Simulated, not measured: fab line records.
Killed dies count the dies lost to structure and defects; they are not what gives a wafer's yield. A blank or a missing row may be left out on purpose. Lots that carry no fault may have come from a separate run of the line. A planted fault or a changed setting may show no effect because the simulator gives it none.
Matching of chambers + flow n5_finfet + 4 sister chambers for N5_HKMG_FIN_ALD_71 on ald_metal-02
The step deposits TiN, target thk 1 nm, pulse time 1 s, purge time 3 s. 14 wafers are shown with their chamber, then 7 later ones without.

EACH WAFER AND ITS CHAMBER
| wafer  | chamber | heater_power_w (W) | precursor_pulse_height_rel |
|--------|---------|--------------------|----------------------------|
| L074.1 | 0       | 957                | 1.022                      |
| L074.3 | 1       | 897                | 0.998                      |
| L074.6 | 2       | 821                | 1.010                      |
| L081.4 | 0       | 966                | 1.000                      |
| L081.5 | 1       | 880                | 1.029                      |
| L081.6 | 0       | 948                | 1.035                      |
| L088.1 | 2       | 818                | 1.001                      |
| L088.3 | 1       | 885                | 0.982                      |
| L088.4 | 3       | 826                | 1.004                      |
| L090.2 | 3       | 845                | 1.018                      |
| L090.5 | 3       | 847                | 0.995                      |
| L090.6 | 2       | 798                | 1.010                      |
| L092.1 | 3       | 860                | 1.017                      |
| L092.4 | 0       | 936                | 0.969                      |

SIGNATURES (means of the wafers above)
| reading                    | chamber 0 | chamber 1 | chamber 2 | chamber 3 | scatter within a chamber |
|----------------------------|-----------|-----------|-----------|-----------|--------------------------|
| heater_power_w             | 951.75    | 887.33    | 812.33    | 844.50    | 12.4                     |
| precursor_pulse_height_rel | 1.00650   | 1.00300   | 1.00700   | 1.00850   | 0.0202                   |
Rule: distance of a wafer from a chamber = root of the sum over the readings of ((wafer's reading minus chamber's mean) / reading's scatter) squared. If the next closest chamber is less than 2 further off than the closest, the wafer can't be placed; otherwise it belongs to the closest. The scatter: the root of (the sum of the squares of (reading less its chamber's mean) over the shown wafers, divided by (wafers less chambers)).

WAFERS MISSING THEIR CHAMBER
| wafer  | heater_power_w (W) | precursor_pulse_height_rel |
|--------|--------------------|----------------------------|
| L092.6 | 871                | 1.033                      |
| L093.3 | 873                | 1.016                      |
| L093.4 | 956                | 1.012                      |
| L093.6 | 939                | 0.967                      |
| L095.1 | 822                | 0.982                      |
| L095.2 | 837                | 1.015                      |
| L095.4 | 941                | 1.027                      |

WHICH CHAMBER EACH ONE RAN IN
| wafer  | from the rows above     | in truth |
|--------|-------------------------|----------|
| L092.6 | can't be placed: 1 or 3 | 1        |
| L093.3 | can't be placed: 1 or 3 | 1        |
| L093.4 | 0                       | 0        |
| L093.6 | 0                       | 0        |
| L095.1 | can't be placed: 2 or 3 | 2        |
| L095.2 | can't be placed: 3 or 2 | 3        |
| L095.4 | 0                       | 0        |
Placed correctly: 3 of 7. Cannot be placed on the basis of these rows: 4; the candidates contain the true chamber in 4. 0 placed wrongly.
